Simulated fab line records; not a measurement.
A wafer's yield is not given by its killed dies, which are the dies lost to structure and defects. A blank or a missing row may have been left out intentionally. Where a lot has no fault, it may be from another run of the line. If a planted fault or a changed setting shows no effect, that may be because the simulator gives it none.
Matching of chambers    flow n5 finfet    3 sister chambers for N5_GATE_CUT_HM_DEP_46 on pecvd-03
The step deposits SiO2 from TEOS/O2, target thk 130 nm, time 26.6 s. 27 wafers are shown with their chamber, then 12 later ones without.

== WAFERS, EACH WITH ITS CHAMBER ==
wafer   chamber  throttle valve pct (%)  showerhead plenum p Torr (Torr)  heater power w (W)
L075.3  2        17.7                    8.37                             420
L075.4  1        19.5                    8.35                             594
L075.6  1        19.8                    8.34                             567
L081.1  2        17.4                    8.38                             467
L081.3  1        19.4                    8.36                             594
L081.6  1        19.4                    8.36                             585
L082.1  0        18.3                    8.33                             543
L082.4  1        19.7                    8.37                             598
L082.5  2        17.5                    8.40                             345
L083.3  1        19.6                    8.37                             594
L083.5  1        19.6                    8.33                             593
L083.6  2        17.3                    8.41                             404
L085.2  0        18.5                    8.31                             434
L085.3  1        19.4                    8.34                             616
L085.5  2        17.7                    8.39                             460
L086.2  1        19.6                    8.33                             591
L086.3  2        18.0                    8.38                             441
L086.6  0        18.2                    8.32                             495
L087.3  2        17.5                    8.38                             415
L087.4  1        19.4                    8.35                             545
L087.5  2        17.4                    8.39                             419
L088.1  2        17.4                    8.39                             358
L088.2  1        19.1                    8.34                             575
L088.3  0        18.2                    8.30                             518
L089.1  2        17.6                    8.38                             430
L089.3  0        18.2                    8.31                             478
L089.5  1        19.3                    8.33                             559

SIGNATURES (averages over the wafers above)
reading                   chamber 0  chamber 1  chamber 2  scatter within a chamber
throttle valve pct        18.280     19.483     17.550     0.188
showerhead plenum p Torr  8.3140     8.3475     8.3870     0.0132
heater power w            493.60     584.25     415.90     32.2
Rule: for each reading, subtract the chamber's mean from the wafer's reading, divide by that reading's scatter and square the result; add these up over the readings and take the root, which gives the wafer's distance from the chamber. If the next closest chamber is less than 2 further off than the closest, the wafer can't be placed; otherwise it belongs to the closest. How the scatter is found: for the shown wafers, subtract from each reading the mean of its chamber, square and add these, divide the total by (wafers less chambers), then take the root.

== WAFERS WHOSE CHAMBER IS MISSING ==
wafer   throttle valve pct (%)  showerhead plenum p Torr (Torr)  heater power w (W)
L091.1  17.7                    8.38                             449
L091.4  18.3                    8.31                             531
L091.5  17.8                    8.40                             461
L093.2  17.9                    8.30                             513
L093.3  19.1                    8.35                             598
L093.6  19.6                    8.34                             606
L094.1  19.3                    8.35                             568
L094.2  18.3                    8.31                             490
L094.4  18.4                    8.30                             512
L095.4  19.2                    8.37                             636
L095.5  17.4                    8.39                             439
L095.6  18.5                    8.31                             500

== WHICH CHAMBER EACH WENT THROUGH ==
wafer   from the rows above  in truth
L091.1  2                    2
L091.4  0                    0
L091.5  2                    2
L093.2  0                    0
L093.3  1                    1
L093.6  1                    1
L094.1  1                    1
L094.2  0                    0
L094.4  0                    0
L095.4  1                    1
L095.5  2                    2
L095.6  0                    0
Placed correctly: 12 of 12. Can't be placed from these rows: 0. 0 placed wrongly.
